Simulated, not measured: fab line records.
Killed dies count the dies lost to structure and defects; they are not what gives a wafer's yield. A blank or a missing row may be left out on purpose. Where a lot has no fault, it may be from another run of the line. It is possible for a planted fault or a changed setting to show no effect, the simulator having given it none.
Which tool was responsible? + flow nand-harc + Sampling: 11 lots, 33 wafers, 5 of 1159 route steps

== WHAT THE GAUGES READ, wafer by wafer ==
NHARC_HYBRID_BOND_INSPECT_06: inspects for defects (ir void).
| lot  | measured     | on                | raw-defect-count |
|------|--------------|-------------------|------------------|
| L767 | day 19 01:07 | defect-inspect-01 | 34 33 30         |
| L768 | day 19 01:08 | defect-inspect-02 | 23 22 23         |
| L770 | day 19 01:08 | defect-inspect-01 | 34 35 36         |
| L769 | day 19 05:28 | defect-inspect-01 | 9 18 9           |
| L772 | day 19 23:50 | defect-inspect-01 | 37 36 31         |
| L771 | day 19 23:50 | defect-inspect-02 | 27 30 23         |
| L773 | day 19 23:52 | defect-inspect-02 | 27 32 36         |
| L774 | day 20 06:00 | defect-inspect-01 | 43 43 46         |
| L775 | day 21 04:43 | defect-inspect-02 | 38 43 37         |
| L777 | day 21 04:43 | defect-inspect-01 | 28 26 28         |
| L779 | day 22 14:07 | defect-inspect-01 | 19 18 20         |

NHARC_END_SORT_01.
| lot  | measured     | on        | defect-limited-yield (%) | killed-at-array | killed-at-other | killed-at-periphery | killed-dies | killed-open | killed-short | sort_bin_2_pct (%) | sort_bin_3_pct (%) | sort_bin_4_pct (%) | sort_bin_6_pct (%) | sort-n-pass | sort-rim-yield-pct (%) | sort-yield-pct (%) |
|------|--------------|-----------|--------------------------|-----------------|-----------------|---------------------|-------------|-------------|--------------|--------------------|--------------------|--------------------|--------------------|-------------|------------------------|--------------------|
| L769 | day 20 10:50 | prober-02 | 97.9 97.0 98.4           | 14 18 10        | 0 0 0           | 0 2 1               | 14 20 11    | 6 4 4       | 0 1 1        | 1.0 0.9 0.4        | 0 0.30 0           | 1.0 1.8 1.2        | 0 0 0              | 663 657 666 | 98.1 94.3 100.0        | 97.9 97.0 98.4     |
| L774 | day 21 01:56 | prober-02 | 94.7 95.1 93.9           | 33 33 37        | 0 0 0           | 3 0 4               | 36 33 41    | 3 3 4       | 1 1 0        | 2.1 1.6 2.5        | 0.30 0.15 0.74     | 3.0 3.1 2.8        | 0 0 0              | 641 644 636 | 92.5 94.3 92.5         | 94.7 95.1 93.9     |
| L779 | day 23 08:32 | prober-01 | 0 0 0                    | 15 16 17        | 660 657 654     | 2 4 6               | 677 677 677 | 1 5 3       | 1 2 3        | 98.2 98.1 97.2     | 0.15 0.30 0.30     | 1.6 1.6 2.5        | 0 0 0              | 0 0 0       | 0 0 0                  | 0 0 0              |

== WHICH TOOL RAN EACH LOT (tool, then ch and the chambers of the sampled wafers, then the start) ==
| lot  | NHARC_A_BONDPAD_CMP_19        | NHARC_THIN_TSV_GRIND_00       | NHARC_THIN_TSV_CMP_01         |
|------|-------------------------------|-------------------------------|-------------------------------|
| L767 | cmp-04 ch 1,2,3, day 18 12:34 | grinder-01 ch 0, day 19 02:28 | cmp-04 ch 0,2, day 19 03:41   |
| L768 | cmp-04 ch 2,3, day 18 15:30   | grinder-01 ch 0, day 19 03:50 | cmp-04 ch 0,1,2, day 19 04:52 |
| L770 | cmp-04 ch 0,1,2, day 18 17:37 | grinder-01 ch 0, day 19 05:14 | cmp-02 ch 1,3, day 19 06:05   |
| L769 | cmp-03 ch 0,1,2, day 18 18:23 | grinder-01 ch 0, day 19 07:58 | cmp-04 ch 0,1,2, day 19 09:03 |
| L772 | cmp-04 ch 0,2,3, day 19 12:35 | grinder-01 ch 0, day 20 01:22 | cmp-03 ch 0,2,3, day 20 02:23 |
| L771 | cmp-03 ch 0,1,2, day 19 16:02 | grinder-01 ch 0, day 20 00:11 | cmp-04 ch 0,2,3, day 20 01:14 |
| L773 | cmp-03 ch 0,2,3, day 19 17:01 | grinder-01 ch 0, day 20 02:34 | cmp-02 ch 1,2, day 20 03:35   |
| L774 | cmp-01 ch 0,2,3, day 19 19:37 | grinder-01 ch 0, day 20 06:09 | cmp-02 ch 0,2,3, day 20 07:25 |
| L775 | cmp-03 ch 1,2,3, day 20 15:26 | grinder-01 ch 0, day 21 06:05 | cmp-02 ch 0,2,3, day 21 07:17 |
| L777 | cmp-01 ch 0,2,3, day 20 15:44 | grinder-01 ch 0, day 21 05:16 | cmp-04 ch 1,2,3, day 21 06:07 |
| L779 | cmp-01 ch 0,1, day 22 01:17   | grinder-01 ch 0, day 22 15:02 | cmp-04 ch 1,2, day 22 16:16   |
- NHARC_A_BONDPAD_CMP_19: polishes, t overpolish 30 s, cu recess touch 16 s, target thk 169.8 nm.
- NHARC_THIN_TSV_GRIND_00
- NHARC_THIN_TSV_CMP_01: polishes.

== WHAT THE TOOLS THEMSELVES READ (means of the sampled wafers that have a number; where no wafer has one, the mark that the record gives instead) ==
NHARC_A_BONDPAD_CMP_19.
| lot  | tool   | motor-current-A (A) | overpolish-run-s (s) | retaining-ring-pressure-frac | slurry-filter-dp-kPa (kPa) |
|------|--------|---------------------|----------------------|------------------------------|----------------------------|
| L767 | cmp-04 | 13.2                | 29.995               | 1.003                        | 13.44                      |
| L768 | cmp-04 | 13.2                | 29.991               | 1.005                        | 13.41                      |
| L770 | cmp-04 | 12.6                | 29.990               | 0.998                        | 13.54                      |
| L769 | cmp-03 | 11.3                | 30.000               | 1.001                        | 13.52                      |
| L772 | cmp-04 | 13.1                | 29.997               | 1.001                        | 13.46                      |
| L771 | cmp-03 | 11.2                | 29.992               | 0.998                        | 13.50                      |
| L773 | cmp-03 | 11.3                | 30.004               | 0.995                        | 13.51                      |
| L774 | cmp-01 | 12.0                | 30.002               | 0.999                        | 13.49                      |
| L775 | cmp-03 | 11.7                | 30.007               | 0.998                        | 13.30                      |
| L777 | cmp-01 | 11.7                | 29.999               | 1.001                        | 13.60                      |
| L779 | cmp-01 | 10.5                | 29.998               | 1.000                        | 13.49                      |

NHARC_THIN_TSV_GRIND_00.
| lot  | tool       | motor-current-A (A) |
|------|------------|---------------------|
| L767 | grinder-01 | 12.000              |
| L768 | grinder-01 | 12.011              |
| L770 | grinder-01 | 12.004              |
| L769 | grinder-01 | 11.997              |
| L772 | grinder-01 | 12.003              |
| L771 | grinder-01 | 12.010              |
| L773 | grinder-01 | 12.001              |
| L774 | grinder-01 | 12.000              |
| L775 | grinder-01 | 11.991              |
| L777 | grinder-01 | 11.997              |
| L779 | grinder-01 | 11.985              |

NHARC_THIN_TSV_CMP_01.
| lot  | tool   | motor-current-A (A) | retaining-ring-pressure-frac | slurry-filter-dp-kPa (kPa) |
|------|--------|---------------------|------------------------------|----------------------------|
| L767 | cmp-04 | 12.8                | 0.995                        | 13.47                      |
| L768 | cmp-04 | 13.1                | 0.999                        | 13.62                      |
| L770 | cmp-02 | 12.2                | 0.995                        | 13.54                      |
| L769 | cmp-04 | 12.9                | 0.999                        | 13.45                      |
| L772 | cmp-03 | 11.0                | 0.998                        | 13.55                      |
| L771 | cmp-04 | 13.1                | 0.999                        | 13.45                      |
| L773 | cmp-02 | 12.4                | 1.000                        | 13.54                      |
| L774 | cmp-02 | 11.5                | 1.003                        | 13.43                      |
| L775 | cmp-02 | 12.0                | 0.999                        | 13.62                      |
| L777 | cmp-04 | 13.3                | 0.999                        | 13.52                      |
| L779 | cmp-04 | 12.9                | 1.001                        | 13.44                      |

== THE ANSWER, worked out from the rows above alone ==
Rule: the usual values come from the lots themselves. Put in order of their means at a reading, lots are off if they are a third of the lots or fewer, leave a main group of 4 or more, and stand apart from it by a gap of 3 or more times the standard deviation of the main group's means; of several such gaps the widest counts. A main group is skipped when, at the precision printed for the reading in the tables above, its means are all equal. Also off: a lot with no number at a reading for which 4 or more lots have one. All remaining lots with rows at the step are treated as sound. First the gauges in route order, then the tools' own readings, where a lot's mean is used as printed above. At the first step where some lot is off, the reading lying furthest off is the one used; lots without a number count as furthest.
No lot is off on any of the readings shown, so nothing can be concluded from this.

== WHAT THE SIMULATOR HAD INSERTED ==
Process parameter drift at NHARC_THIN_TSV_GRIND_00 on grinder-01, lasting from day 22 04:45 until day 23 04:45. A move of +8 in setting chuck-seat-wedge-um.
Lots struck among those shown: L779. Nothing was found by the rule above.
